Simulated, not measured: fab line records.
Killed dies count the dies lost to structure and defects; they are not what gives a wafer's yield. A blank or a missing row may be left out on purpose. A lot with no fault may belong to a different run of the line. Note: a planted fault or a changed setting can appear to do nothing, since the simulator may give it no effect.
Matching of chambers ; flow n5-finfet ; 3 sister chambers for N5_BEOL_M2_PECVD_72 on pecvd-02
The step deposits SiO2 from TEOS/O2, target thk 16 nm, time 18 s. 3 wafers are shown with their chamber, then 8 later ones without.

## WAFERS, EACH WITH ITS CHAMBER
wafer;chamber;throttle-valve-pct (%)
L084.4;2;24.3
L087.4;1;22.8
L088.3;0;20.8

## WAFERS WITHOUT THEIR CHAMBER
wafer;throttle-valve-pct (%)
L088.5;22.6
L088.6;21.0
L093.1;21.2
L093.3;21.9
L093.5;22.7
L096.3;22.2
L096.4;23.2
L096.5;21.1

## EACH ONE'S CHAMBER
wafer;from the rows above;in truth
L088.5;1;1
L088.6;0;0
L093.1;0;0
L093.3;can't be placed: 1 or 0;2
L093.5;1;1
L096.3;can't be placed: 1 or 0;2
L096.4;can't be placed: 1 or 2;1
L096.5;0;0
Placed correctly: 5 of 8. Unplaceable from these rows: 3, with the true chamber sitting among the candidates in 1. Number placed wrongly: 0.
How it was worked out, from the rows above alone: a wafer's distance from a chamber is the root of the sum, over the readings, of the square of ((its reading less the chamber's mean) divided by the reading's scatter). If the next closest chamber is less than 2 further off than the closest, the wafer can't be placed; otherwise it belongs to the closest. Each chamber's mean is taken over the wafers shown for it. The scatter (one wafer shown for each chamber): square how far every hidden wafer sits from the nearest shown wafer, average those squares and take the square root.
